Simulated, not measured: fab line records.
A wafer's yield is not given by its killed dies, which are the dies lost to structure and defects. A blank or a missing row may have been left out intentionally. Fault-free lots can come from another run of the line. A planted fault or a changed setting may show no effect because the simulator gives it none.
Which tool is to blame? :: flow nand_harc :: Sampling: 24 lots, 72 wafers, 6 of 1302 route steps

== WHAT EACH GAUGE READ, for each wafer ==
NHARC_P_M1_INSPECT_11. Usual: 4.7 for raw_defect_count, sd 2.8.
lot: L074
measured: day 6 08:39
on: defect_inspect-02
raw_defect_count: 4 5 1
flag: 

lot: L075
measured: day 6 14:27
on: defect_inspect-02
raw_defect_count: 0 2 3
flag: 

lot: L076
measured: day 6 23:07
on: defect_inspect-01
raw_defect_count: 2 2 9
flag: 

lot: L078
measured: day 7 23:13
on: defect_inspect-01
raw_defect_count: 10 6 7
flag: 

lot: L077
measured: day 7 23:58
on: defect_inspect-02
raw_defect_count: 3 4 4
flag: 

lot: L079
measured: day 8 14:33
on: defect_inspect-02
raw_defect_count: 3 2 6
flag: 

lot: L080
measured: day 8 15:17
on: defect_inspect-02
raw_defect_count: 2 3 10
flag: 

lot: L081
measured: day 9 12:52
on: defect_inspect-02
raw_defect_count: 4 4 1
flag: 

lot: L082
measured: day 9 18:04
on: defect_inspect-02
raw_defect_count: 3 5 5
flag: 

lot: L083
measured: day 10 08:30
on: defect_inspect-02
raw_defect_count: 7 5 14
flag: 

lot: L084
measured: day 10 09:37
on: defect_inspect-02
raw_defect_count: 4 2 3
flag: 

lot: L086
measured: day 11 00:26
on: defect_inspect-02
raw_defect_count: 2 5 6
flag: 

lot: L085
measured: day 11 01:22
on: defect_inspect-01
raw_defect_count: 3 7 3
flag: 

lot: L087
measured: day 11 10:23
on: defect_inspect-01
raw_defect_count: 6 6 0
flag: 

lot: L088
measured: day 12 11:19
on: defect_inspect-01
raw_defect_count: 4 3 4
flag: 

lot: L089
measured: day 12 16:13
on: defect_inspect-01
raw_defect_count: 5 4 6
flag: 

lot: L090
measured: day 12 18:52
on: defect_inspect-02
raw_defect_count: 5 7 6
flag: 

lot: L091
measured: day 13 14:23
on: defect_inspect-01
raw_defect_count: 9 2 12
flag: 

lot: L092
measured: day 13 18:25
on: defect_inspect-02
raw_defect_count: 5 7 0
flag: 

lot: L093
measured: day 14 00:59
on: defect_inspect-02
raw_defect_count: 1 2 2
flag: 

lot: L094
measured: day 14 21:48
on: defect_inspect-01
raw_defect_count: 4 1 1
flag: 

lot: L095
measured: day 14 22:10
on: defect_inspect-01
raw_defect_count: 7 7 6
flag: 

lot: L096
measured: day 15 10:45
on: defect_inspect-01
raw_defect_count: 7 2 10
flag: 

lot: L097
measured: day 15 16:15
on: defect_inspect-02
raw_defect_count: 4 4 3
flag: 

NHARC_P_M1_THK_MEAS_24: measures by xrf. Usual: 157.9 nm for thk_nm, sd 1.7.
lot: L074
measured: day 6 11:08
on: film_metro-02
thk_nm (nm): 158.0 158.2 155.6
flag: 

lot: L075
measured: day 6 16:55
on: film_metro-01
thk_nm (nm): 156.7 158.9 156.0
flag: 

lot: L076
measured: day 7 01:35
on: film_metro-02
thk_nm (nm): 157.6 156.0 155.0
flag: 

lot: L078
measured: day 8 01:41
on: film_metro-02
thk_nm (nm): 159.3 157.4 157.9
flag: 

lot: L077
measured: day 8 02:26
on: film_metro-02
thk_nm (nm): 162.0 155.4 157.2
flag: 

lot: L079
measured: day 8 17:29
on: film_metro-02
thk_nm (nm): 158.9 161.1 156.2
flag: 

lot: L080
measured: day 8 17:47
on: film_metro-02
thk_nm (nm): 158.7 157.3 157.5
flag: 

lot: L081
measured: day 9 15:20
on: film_metro-01
thk_nm (nm): 159.8 157.8 158.8
flag: 

lot: L082
measured: day 9 20:34
on: film_metro-01
thk_nm (nm): 156.3 157.1 156.1
flag: 

lot: L083
measured: day 10 10:58
on: film_metro-01
thk_nm (nm): 159.1 160.9 159.8
flag: 

lot: L084
measured: day 10 12:08
on: film_metro-02
thk_nm (nm): 160.3 158.5 158.9
flag: 

lot: L086
measured: day 11 02:55
on: film_metro-01
thk_nm (nm): 158.0 157.8 157.4
flag: 

lot: L085
measured: day 11 03:50
on: film_metro-01
thk_nm (nm): 158.3 155.3 155.0
flag: 

lot: L087
measured: day 11 13:03
on: film_metro-01
thk_nm (nm): 155.6 159.6 159.5
flag: 

lot: L088
measured: day 12 13:47
on: film_metro-02
thk_nm (nm): 156.8 156.9 157.6
flag: 

lot: L089
measured: day 12 18:42
on: film_metro-02
thk_nm (nm): 156.6 155.4 157.6
flag: 

lot: L090
measured: day 12 21:20
on: film_metro-01
thk_nm (nm): 159.7 161.8 158.8
flag: 

lot: L091
measured: day 13 17:07
on: film_metro-01
thk_nm (nm): 156.9 156.6 158.9
flag: 

lot: L092
measured: day 13 20:53
on: film_metro-01
thk_nm (nm): 158.1 157.3 156.8
flag: 

lot: L093
measured: day 14 03:27
on: film_metro-02
thk_nm (nm): 160.9 155.1 161.8
flag: 

lot: L094
measured: day 15 00:21
on: film_metro-01
thk_nm (nm): 159.3 159.9 158.2
flag: 

lot: L095
measured: day 15 00:40
on: film_metro-01
thk_nm (nm): 158.3 159.6 153.9
flag: 

lot: L096
measured: day 15 13:15
on: film_metro-01
thk_nm (nm): 157.1 156.3 158.5
flag: 

lot: L097
measured: day 15 18:47
on: film_metro-02
thk_nm (nm): 157.1 156.3 158.7
flag: 

== TOOL THAT RAN EACH LOT (tool first, then ch and the chambers of the sampled wafers, then the start) ==
lot: L074
NHARC_P_GATE_STRIP_113: plasma_asher-02 ch 0,1, day 5 19:50
NHARC_P_M0_ETCH_34: rie_diel-09 ch 0,1,3, day 6 04:44
NHARC_P_M1_DEGAS_29: pvd_sputter-03, day 6 09:43
NHARC_P_M1_PVD_20: pvd_sputter-03, day 6 11:08 or earlier

lot: L075
NHARC_P_GATE_STRIP_113: plasma_asher-02 ch 0,1, day 6 01:44
NHARC_P_M0_ETCH_34: rie_diel-09 ch 0,3, day 6 10:32
NHARC_P_M1_DEGAS_29: pvd_sputter-01, day 6 15:32
NHARC_P_M1_PVD_20: pvd_sputter-01, day 6 16:55 or earlier

lot: L076
NHARC_P_GATE_STRIP_113: plasma_asher-02 ch 0,1, day 6 10:14
NHARC_P_M0_ETCH_34: rie_diel-02 ch 0,3, day 6 18:47
NHARC_P_M1_DEGAS_29: pvd_sputter-01, day 7 00:12
NHARC_P_M1_PVD_20: pvd_sputter-01, day 7 01:35 or earlier

lot: L078
NHARC_P_GATE_STRIP_113: plasma_asher-01 ch 0,1, day 7 10:46
NHARC_P_M0_ETCH_34: rie_diel-03 ch 1,2,3, day 7 19:14
NHARC_P_M1_DEGAS_29: pvd_sputter-03, day 8 00:18
NHARC_P_M1_PVD_20: pvd_sputter-03, day 8 01:41 or earlier

lot: L077
NHARC_P_GATE_STRIP_113: plasma_asher-02 ch 0,1, day 7 11:26
NHARC_P_M0_ETCH_34: rie_diel-03 ch 1,2,3, day 7 19:56
NHARC_P_M1_DEGAS_29: pvd_sputter-01, day 8 01:03
NHARC_P_M1_PVD_20: pvd_sputter-01, day 8 02:26 or earlier

lot: L079
NHARC_P_GATE_STRIP_113: plasma_asher-02 ch 0, day 8 01:43
NHARC_P_M0_ETCH_34: rie_diel-03 ch 0,2,3, day 8 10:13
NHARC_P_M1_DEGAS_29: pvd_sputter-03, day 8 16:06
NHARC_P_M1_PVD_20: pvd_sputter-03, day 8 17:29 or earlier

lot: L080
NHARC_P_GATE_STRIP_113: plasma_asher-02 ch 0,1, day 8 03:01
NHARC_P_M0_ETCH_34: rie_diel-09 ch 0,2,3, day 8 11:22
NHARC_P_M1_DEGAS_29: pvd_sputter-01, day 8 16:23
NHARC_P_M1_PVD_20: pvd_sputter-01, day 8 17:47 or earlier

lot: L081
NHARC_P_GATE_STRIP_113: plasma_asher-01 ch 0,1, day 9 00:37
NHARC_P_M0_ETCH_34: rie_diel-02 ch 0,1,3, day 9 09:07
NHARC_P_M1_DEGAS_29: pvd_sputter-02, day 9 13:58
NHARC_P_M1_PVD_20: pvd_sputter-02, day 9 15:20 or earlier

lot: L082
NHARC_P_GATE_STRIP_113: plasma_asher-02 ch 0,1, day 9 05:32
NHARC_P_M0_ETCH_34: rie_diel-09 ch 1,2, day 9 14:08
NHARC_P_M1_DEGAS_29: pvd_sputter-03, day 9 19:10
NHARC_P_M1_PVD_20: pvd_sputter-03, day 9 20:34 or earlier

lot: L083
NHARC_P_GATE_STRIP_113: plasma_asher-01 ch 0,1, day 9 19:52
NHARC_P_M0_ETCH_34: rie_diel-09 ch 1,2,3, day 10 04:36
NHARC_P_M1_DEGAS_29: pvd_sputter-02, day 10 09:35
NHARC_P_M1_PVD_20: pvd_sputter-02, day 10 10:58 or earlier

lot: L084
NHARC_P_GATE_STRIP_113: plasma_asher-02 ch 0,1, day 9 21:10
NHARC_P_M0_ETCH_34: rie_diel-03 ch 0,2,3, day 10 05:41
NHARC_P_M1_DEGAS_29: pvd_sputter-02, day 10 10:42
NHARC_P_M1_PVD_20: pvd_sputter-02, day 10 12:08 or earlier

lot: L086
NHARC_P_GATE_STRIP_113: plasma_asher-02 ch 0,1, day 10 11:14
NHARC_P_M0_ETCH_34: rie_diel-03 ch 0,1, day 10 20:32
NHARC_P_M1_DEGAS_29: pvd_sputter-02, day 11 01:31
NHARC_P_M1_PVD_20: pvd_sputter-02, day 11 02:55 or earlier

lot: L085
NHARC_P_GATE_STRIP_113: plasma_asher-01 ch 0,1, day 10 11:38
NHARC_P_M0_ETCH_34: rie_diel-03 ch 2,3, day 10 21:27
NHARC_P_M1_DEGAS_29: pvd_sputter-01, day 11 02:27
NHARC_P_M1_PVD_20: pvd_sputter-01, day 11 03:50 or earlier

lot: L087
NHARC_P_GATE_STRIP_113: plasma_asher-01 ch 0,1, day 10 22:03
NHARC_P_M0_ETCH_34: rie_diel-03 ch 0,2,3, day 11 06:31
NHARC_P_M1_DEGAS_29: pvd_sputter-03, day 11 11:28
NHARC_P_M1_PVD_20: pvd_sputter-03, day 11 13:03 or earlier

lot: L088
NHARC_P_GATE_STRIP_113: plasma_asher-02 ch 0,1, day 11 22:19
NHARC_P_M0_ETCH_34: rie_diel-03 ch 0,1,3, day 12 07:26
NHARC_P_M1_DEGAS_29: pvd_sputter-02, day 12 12:24
NHARC_P_M1_PVD_20: pvd_sputter-02, day 12 13:47 or earlier

lot: L089
NHARC_P_GATE_STRIP_113: plasma_asher-01 ch 0,1, day 12 02:34
NHARC_P_M0_ETCH_34: rie_diel-03 ch 0,1,2, day 12 12:17
NHARC_P_M1_DEGAS_29: pvd_sputter-01, day 12 17:18
NHARC_P_M1_PVD_20: pvd_sputter-01, day 12 18:42 or earlier

lot: L090
NHARC_P_GATE_STRIP_113: plasma_asher-01 ch 0,1, day 12 05:42
NHARC_P_M0_ETCH_34: rie_diel-03 ch 0,1,3, day 12 14:57
NHARC_P_M1_DEGAS_29: pvd_sputter-01, day 12 19:57
NHARC_P_M1_PVD_20: pvd_sputter-01, day 12 21:20 or earlier

lot: L091
NHARC_P_GATE_STRIP_113: plasma_asher-01 ch 0,1, day 13 01:53
NHARC_P_M0_ETCH_34: rie_diel-03 ch 0,1, day 13 10:23
NHARC_P_M1_DEGAS_29: pvd_sputter-03, day 13 15:35
NHARC_P_M1_PVD_20: pvd_sputter-03, day 13 17:07 or earlier

lot: L092
NHARC_P_GATE_STRIP_113: plasma_asher-02 ch 0,1, day 13 05:58
NHARC_P_M0_ETCH_34: rie_diel-09 ch 1,2,3, day 13 14:33
NHARC_P_M1_DEGAS_29: pvd_sputter-02, day 13 19:29
NHARC_P_M1_PVD_20: pvd_sputter-02, day 13 20:53 or earlier

lot: L093
NHARC_P_GATE_STRIP_113: plasma_asher-02 ch 1, day 13 12:41
NHARC_P_M0_ETCH_34: rie_diel-02 ch 1,2,3, day 13 21:04
NHARC_P_M1_DEGAS_29: pvd_sputter-02, day 14 02:04
NHARC_P_M1_PVD_20: pvd_sputter-02, day 14 03:27 or earlier

lot: L094
NHARC_P_GATE_STRIP_113: plasma_asher-01 ch 0,1, day 14 05:50
NHARC_P_M0_ETCH_34: rie_diel-09 ch 2,3, day 14 17:41
NHARC_P_M1_DEGAS_29: pvd_sputter-02, day 14 22:58
NHARC_P_M1_PVD_20: pvd_sputter-02, day 15 00:21 or earlier

lot: L095
NHARC_P_GATE_STRIP_113: plasma_asher-01 ch 0,1, day 14 08:30
NHARC_P_M0_ETCH_34: rie_diel-09 ch 2,3, day 14 17:44
NHARC_P_M1_DEGAS_29: pvd_sputter-01, day 14 23:14
NHARC_P_M1_PVD_20: pvd_sputter-01, day 15 00:40 or earlier

lot: L096
NHARC_P_GATE_STRIP_113: plasma_asher-02 ch 0,1, day 14 20:40
NHARC_P_M0_ETCH_34: rie_diel-09 ch 0,2,3, day 15 05:30
NHARC_P_M1_DEGAS_29: pvd_sputter-02, day 15 11:51
NHARC_P_M1_PVD_20: pvd_sputter-02, day 15 13:15 or earlier

lot: L097
NHARC_P_GATE_STRIP_113: plasma_asher-01 ch 0,1, day 15 03:44
NHARC_P_M0_ETCH_34: rie_diel-03 ch 0,1,3, day 15 12:29
NHARC_P_M1_DEGAS_29: pvd_sputter-01, day 15 17:22
NHARC_P_M1_PVD_20: pvd_sputter-01, day 15 18:47 or earlier
- NHARC_P_GATE_STRIP_113: strips in N2/H2, time 740 s.
- NHARC_P_M0_ETCH_34: etches the open film in N2/H2, target depth 40 nm, overetch 12 nm, time 43.94 s.
- NHARC_P_M1_DEGAS_29: time 60 s.
- NHARC_P_M1_PVD_20: deposits TaN, target thk 5 nm, time 8.06 s.

== WHAT THE TOOLS THEMSELVES READ (means of the sampled wafers that have a number; where no wafer has one, the mark that the record gives instead) ==
NHARC_P_GATE_STRIP_113. Usual: drypump_motor_current_A 5.85 A, standard deviation 0.22; heater_power_w 82 W, standard deviation 8.5.
lot: L074
tool: plasma_asher-02
drypump_motor_current_A (A): 6.02
heater_power_w (W): 77
flag: 

lot: L075
tool: plasma_asher-02
drypump_motor_current_A (A): 6.01
heater_power_w (W): 73
flag: 

lot: L076
tool: plasma_asher-02
drypump_motor_current_A (A): 6.05
heater_power_w (W): 73
flag: 

lot: L078
tool: plasma_asher-01
drypump_motor_current_A (A): 5.75
heater_power_w (W): 85
flag: 

lot: L077
tool: plasma_asher-02
drypump_motor_current_A (A): 5.89
heater_power_w (W): 76
flag: 

lot: L079
tool: plasma_asher-02
drypump_motor_current_A (A): 6.21
heater_power_w (W): 74
flag: 

lot: L080
tool: plasma_asher-02
drypump_motor_current_A (A): 5.89
heater_power_w (W): 76
flag: 

lot: L081
tool: plasma_asher-01
drypump_motor_current_A (A): 5.68
heater_power_w (W): 91
flag: 

lot: L082
tool: plasma_asher-02
drypump_motor_current_A (A): 6.03
heater_power_w (W): 74
flag: 

lot: L083
tool: plasma_asher-01
drypump_motor_current_A (A): 5.65
heater_power_w (W): 91
flag: 

lot: L084
tool: plasma_asher-02
drypump_motor_current_A (A): 5.89
heater_power_w (W): 76
flag: 

lot: L086
tool: plasma_asher-02
drypump_motor_current_A (A): 6.06
heater_power_w (W): 75
flag: 

lot: L085
tool: plasma_asher-01
drypump_motor_current_A (A): 5.78
heater_power_w (W): 87
flag: 

lot: L087
tool: plasma_asher-01
drypump_motor_current_A (A): 5.68
heater_power_w (W): 91
flag: 

lot: L088
tool: plasma_asher-02
drypump_motor_current_A (A): 6.03
heater_power_w (W): 75
flag: 

lot: L089
tool: plasma_asher-01
drypump_motor_current_A (A): 5.75
heater_power_w (W): 87
flag: 

lot: L090
tool: plasma_asher-01
drypump_motor_current_A (A): 5.68
heater_power_w (W): 93
flag: 

lot: L091
tool: plasma_asher-01
drypump_motor_current_A (A): 5.66
heater_power_w (W): 91
flag: 

lot: L092
tool: plasma_asher-02
drypump_motor_current_A (A): 5.88
heater_power_w (W): 77
flag: 

lot: L093
tool: plasma_asher-02
drypump_motor_current_A (A): 5.74
heater_power_w (W): 80
flag: 

lot: L094
tool: plasma_asher-01
drypump_motor_current_A (A): 5.68
heater_power_w (W): 92
flag: 

lot: L095
tool: plasma_asher-01
drypump_motor_current_A (A): 5.68
heater_power_w (W): 90
flag: 

lot: L096
tool: plasma_asher-02
drypump_motor_current_A (A): 6.02
heater_power_w (W): 75
flag: 

lot: L097
tool: plasma_asher-01
drypump_motor_current_A (A): 5.67
heater_power_w (W): 91
flag: 

NHARC_P_M0_ETCH_34. Usual: drypump_motor_current_A 5.5 A, standard deviation 0.44; oes_product_au 0.999 a.u., standard deviation 0.012; rf_fwd_power_W 395.1 W, standard deviation 1.7; rf_vpp_V 430.7 V, standard deviation 2.9; showerhead_plenum_p_Torr 2.04 Torr, standard deviation 0.1; throttle_valve_pct 14.172 %, standard deviation 0.0088.
lot: L074
tool: rie_diel-09
drypump_motor_current_A (A): 5.8
oes_product_au (a.u.): 0.990
rf_fwd_power_W (W): 395.1
rf_vpp_V (V): 433.1
showerhead_plenum_p_Torr (Torr): 2.13
throttle_valve_pct (%): 14.175
flag: 

lot: L075
tool: rie_diel-09
drypump_motor_current_A (A): 5.7
oes_product_au (a.u.): 1.007
rf_fwd_power_W (W): 396.3
rf_vpp_V (V): 431.6
showerhead_plenum_p_Torr (Torr): 2.10
throttle_valve_pct (%): 14.168
flag: 

lot: L076
tool: rie_diel-02
drypump_motor_current_A (A): 5.9
oes_product_au (a.u.): 1.002
rf_fwd_power_W (W): 395.8
rf_vpp_V (V): 427.5
showerhead_plenum_p_Torr (Torr): 1.95
throttle_valve_pct (%): 14.176
flag: 

lot: L078
tool: rie_diel-03
drypump_motor_current_A (A): 5.3
oes_product_au (a.u.): 1.009
rf_fwd_power_W (W): 395.5
rf_vpp_V (V): 431.3
showerhead_plenum_p_Torr (Torr): 2.05
throttle_valve_pct (%): 14.169
flag: 

lot: L077
tool: rie_diel-03
drypump_motor_current_A (A): 5.3
oes_product_au (a.u.): 0.994
rf_fwd_power_W (W): 394.8
rf_vpp_V (V): 430.8
showerhead_plenum_p_Torr (Torr): 2.05
throttle_valve_pct (%): 14.171
flag: 

lot: L079
tool: rie_diel-03
drypump_motor_current_A (A): 5.5
oes_product_au (a.u.): 0.995
rf_fwd_power_W (W): 395.6
rf_vpp_V (V): 429.1
showerhead_plenum_p_Torr (Torr): 2.00
throttle_valve_pct (%): 14.177
flag: 

lot: L080
tool: rie_diel-09
drypump_motor_current_A (A): 5.8
oes_product_au (a.u.): 1.015
rf_fwd_power_W (W): 394.8
rf_vpp_V (V): 432.5
showerhead_plenum_p_Torr (Torr): 2.10
throttle_valve_pct (%): 14.171
flag: 

lot: L081
tool: rie_diel-02
drypump_motor_current_A (A): 5.9
oes_product_au (a.u.): 0.998
rf_fwd_power_W (W): 396.6
rf_vpp_V (V): 427.4
showerhead_plenum_p_Torr (Torr): 1.94
throttle_valve_pct (%): 14.171
flag: 

lot: L082
tool: rie_diel-09
drypump_motor_current_A (A): 5.5
oes_product_au (a.u.): 1.016
rf_fwd_power_W (W): 394.0
rf_vpp_V (V): 432.7
showerhead_plenum_p_Torr (Torr): 2.12
throttle_valve_pct (%): 14.180
flag: 

lot: L083
tool: rie_diel-09
drypump_motor_current_A (A): 5.9
oes_product_au (a.u.): 1.007
rf_fwd_power_W (W): 392.4
rf_vpp_V (V): 433.2
showerhead_plenum_p_Torr (Torr): 2.13
throttle_valve_pct (%): 14.166
flag: 

lot: L084
tool: rie_diel-03
drypump_motor_current_A (A): 5.5
oes_product_au (a.u.): 1.000
rf_fwd_power_W (W): 395.0
rf_vpp_V (V): 428.6
showerhead_plenum_p_Torr (Torr): 1.99
throttle_valve_pct (%): 14.171
flag: 

lot: L086
tool: rie_diel-03
drypump_motor_current_A (A): 5.3
oes_product_au (a.u.): 0.988
rf_fwd_power_W (W): 395.0
rf_vpp_V (V): 430.4
showerhead_plenum_p_Torr (Torr): 2.02
throttle_valve_pct (%): 14.174
flag: 

lot: L085
tool: rie_diel-03
drypump_motor_current_A (A): 5.4
oes_product_au (a.u.): 1.003
rf_fwd_power_W (W): 393.2
rf_vpp_V (V): 432.3
showerhead_plenum_p_Torr (Torr): 2.08
throttle_valve_pct (%): 14.170
flag: 

lot: L087
tool: rie_diel-03
drypump_motor_current_A (A): 5.5
oes_product_au (a.u.): 0.988
rf_fwd_power_W (W): 396.3
rf_vpp_V (V): 429.6
showerhead_plenum_p_Torr (Torr): 1.99
throttle_valve_pct (%): 14.163
flag: 

lot: L088
tool: rie_diel-03
drypump_motor_current_A (A): 5.4
oes_product_au (a.u.): 0.999
rf_fwd_power_W (W): 394.7
rf_vpp_V (V): 431.1
showerhead_plenum_p_Torr (Torr): 2.05
throttle_valve_pct (%): 14.173
flag: 

lot: L089
tool: rie_diel-03
drypump_motor_current_A (A): 5.4
oes_product_au (a.u.): 0.990
rf_fwd_power_W (W): 396.3
rf_vpp_V (V): 428.8
showerhead_plenum_p_Torr (Torr): 1.96
throttle_valve_pct (%): 14.171
flag: 

lot: L090
tool: rie_diel-03
drypump_motor_current_A (A): 5.4
oes_product_au (a.u.): 0.996
rf_fwd_power_W (W): 396.3
rf_vpp_V (V): 431.5
showerhead_plenum_p_Torr (Torr): 2.05
throttle_valve_pct (%): 14.169
flag: 

lot: L091
tool: rie_diel-03
drypump_motor_current_A (A): 5.3
oes_product_au (a.u.): 0.992
rf_fwd_power_W (W): 396.0
rf_vpp_V (V): 430.2
showerhead_plenum_p_Torr (Torr): 2.02
throttle_valve_pct (%): 14.176
flag: 

lot: L092
tool: rie_diel-09
drypump_motor_current_A (A): 5.9
oes_product_au (a.u.): 1.008
rf_fwd_power_W (W): 394.6
rf_vpp_V (V): 433.1
showerhead_plenum_p_Torr (Torr): 2.12
throttle_valve_pct (%): 14.175
flag: 

lot: L093
tool: rie_diel-02
drypump_motor_current_A (A): 5.6
oes_product_au (a.u.): 1.005
rf_fwd_power_W (W): 394.0
rf_vpp_V (V): 428.3
showerhead_plenum_p_Torr (Torr): 1.96
throttle_valve_pct (%): 14.171
flag: 

lot: L094
tool: rie_diel-09
drypump_motor_current_A (A): 6.2
oes_product_au (a.u.): 1.003
rf_fwd_power_W (W): 394.5
rf_vpp_V (V): 432.4
showerhead_plenum_p_Torr (Torr): 2.11
throttle_valve_pct (%): 14.177
flag: 

lot: L095
tool: rie_diel-09
drypump_motor_current_A (A): 5.9
oes_product_au (a.u.): 1.010
rf_fwd_power_W (W): 393.2
rf_vpp_V (V): 432.3
showerhead_plenum_p_Torr (Torr): 2.10
throttle_valve_pct (%): 14.173
flag: 

lot: L096
tool: rie_diel-09
drypump_motor_current_A (A): 5.8
oes_product_au (a.u.): 1.001
rf_fwd_power_W (W): 393.6
rf_vpp_V (V): 432.2
showerhead_plenum_p_Torr (Torr): 2.09
throttle_valve_pct (%): 14.173
flag: 

lot: L097
tool: rie_diel-03
drypump_motor_current_A (A): 5.4
oes_product_au (a.u.): 0.988
rf_fwd_power_W (W): 395.8
rf_vpp_V (V): 430.8
showerhead_plenum_p_Torr (Torr): 2.05
throttle_valve_pct (%): 14.164
flag: 

NHARC_P_M1_DEGAS_29. Usual: 322 W for heater_power_w, sd 23.
lot: L074
tool: pvd_sputter-03
heater_power_w (W): 338
flag: 

lot: L075
tool: pvd_sputter-01
heater_power_w (W): 340
flag: 

lot: L076
tool: pvd_sputter-01
heater_power_w (W): 330
flag: 

lot: L078
tool: pvd_sputter-03
heater_power_w (W): 321
flag: 

lot: L077
tool: pvd_sputter-01
heater_power_w (W): 335
flag: 

lot: L079
tool: pvd_sputter-03
heater_power_w (W): 340
flag: 

lot: L080
tool: pvd_sputter-01
heater_power_w (W): 329
flag: 

lot: L081
tool: pvd_sputter-02
heater_power_w (W): 299
flag: 

lot: L082
tool: pvd_sputter-03
heater_power_w (W): 331
flag: 

lot: L083
tool: pvd_sputter-02
heater_power_w (W): 315
flag: 

lot: L084
tool: pvd_sputter-02
heater_power_w (W): 297
flag: 

lot: L086
tool: pvd_sputter-02
heater_power_w (W): 301
flag: 

lot: L085
tool: pvd_sputter-01
heater_power_w (W): 337
flag: 

lot: L087
tool: pvd_sputter-03
heater_power_w (W): 320
flag: 

lot: L088
tool: pvd_sputter-02
heater_power_w (W): 298
flag: 

lot: L089
tool: pvd_sputter-01
heater_power_w (W): 338
flag: 

lot: L090
tool: pvd_sputter-01
heater_power_w (W): 332
flag: 

lot: L091
tool: pvd_sputter-03
heater_power_w (W): 314
flag: 

lot: L092
tool: pvd_sputter-02
heater_power_w (W): 311
flag: 

lot: L093
tool: pvd_sputter-02
heater_power_w (W): 326
flag: 

lot: L094
tool: pvd_sputter-02
heater_power_w (W): 300
flag: 

lot: L095
tool: pvd_sputter-01
heater_power_w (W): 343
flag: 

lot: L096
tool: pvd_sputter-02
heater_power_w (W): 323
flag: 

lot: L097
tool: pvd_sputter-01
heater_power_w (W): 320
flag: 

NHARC_P_M1_PVD_20. Usual: chamber_pressure_pa 0.11997 Pa, standard deviation 0.00026; throttle_valve_pct 30.4 %, standard deviation 1.3.
lot: L074
tool: pvd_sputter-03
chamber_pressure_pa (Pa): 0.11977
throttle_valve_pct (%): 29.8
flag: 

lot: L075
tool: pvd_sputter-01
chamber_pressure_pa (Pa): 0.11980
throttle_valve_pct (%): 31.6
flag: 

lot: L076
tool: pvd_sputter-01
chamber_pressure_pa (Pa): 0.12014
throttle_valve_pct (%): 31.0
flag: 

lot: L078
tool: pvd_sputter-03
chamber_pressure_pa (Pa): 0.11989
throttle_valve_pct (%): 29.0
flag: 

lot: L077
tool: pvd_sputter-01
chamber_pressure_pa (Pa): 0.12012
throttle_valve_pct (%): 32.2
flag: 

lot: L079
tool: pvd_sputter-03
chamber_pressure_pa (Pa): 0.12005
throttle_valve_pct (%): 29.3
flag: 

lot: L080
tool: pvd_sputter-01
chamber_pressure_pa (Pa): 0.11972
throttle_valve_pct (%): 31.3
flag: 

lot: L081
tool: pvd_sputter-02
chamber_pressure_pa (Pa): 0.11980
throttle_valve_pct (%): 29.4
flag: 

lot: L082
tool: pvd_sputter-03
chamber_pressure_pa (Pa): 0.11971
throttle_valve_pct (%): 29.7
flag: 

lot: L083
tool: pvd_sputter-02
chamber_pressure_pa (Pa): 0.12004
throttle_valve_pct (%): 29.4
flag: 

lot: L084
tool: pvd_sputter-02
chamber_pressure_pa (Pa): 0.12013
throttle_valve_pct (%): 29.4
flag: 

lot: L086
tool: pvd_sputter-02
chamber_pressure_pa (Pa): 0.11993
throttle_valve_pct (%): 29.2
flag: 

lot: L085
tool: pvd_sputter-01
chamber_pressure_pa (Pa): 0.12013
throttle_valve_pct (%): 31.1
flag: 

lot: L087
tool: pvd_sputter-03
chamber_pressure_pa (Pa): 0.12008
throttle_valve_pct (%): 30.0
flag: 

lot: L088
tool: pvd_sputter-02
chamber_pressure_pa (Pa): 0.11969
throttle_valve_pct (%): 29.9
flag: 

lot: L089
tool: pvd_sputter-01
chamber_pressure_pa (Pa): 0.11984
throttle_valve_pct (%): 30.9
flag: 

lot: L090
tool: pvd_sputter-01
chamber_pressure_pa (Pa): 0.12004
throttle_valve_pct (%): 31.5
flag: 

lot: L091
tool: pvd_sputter-03
chamber_pressure_pa (Pa): 0.12025
throttle_valve_pct (%): 29.0
flag: 

lot: L092
tool: pvd_sputter-02
chamber_pressure_pa (Pa): 0.11985
throttle_valve_pct (%): 29.6
flag: 

lot: L093
tool: pvd_sputter-02
chamber_pressure_pa (Pa): 0.12003
throttle_valve_pct (%): 29.3
flag: 

lot: L094
tool: pvd_sputter-02
chamber_pressure_pa (Pa): 0.12014
throttle_valve_pct (%): 30.1
flag: 

lot: L095
tool: pvd_sputter-01
chamber_pressure_pa (Pa): 0.11990
throttle_valve_pct (%): 31.2
flag: 

lot: L096
tool: pvd_sputter-02
chamber_pressure_pa (Pa): 0.12002
throttle_valve_pct (%): 29.6
flag: 

lot: L097
tool: pvd_sputter-01
chamber_pressure_pa (Pa): 0.12008
throttle_valve_pct (%): 30.7
flag: 

== THE ANSWER, worked out from the rows above alone ==
Rule: a lot counts as off when the mean over its wafers that have a number is more than 3 standard deviations away from the usual mean. Also off: a lot with no number at a reading for which 4 or more lots have one. The other lots that the step has rows for count as sound. After the gauges, taken in route order, come the tools' own readings; for these a lot's mean is taken, as printed above. The first step at which some lot is off is used, and at that step the reading that is off furthest; a lot without a number counts as furthest.
Nothing can be told from this: no lot is off at any reading shown.

== WHAT THE SIMULATOR PUT IN ==
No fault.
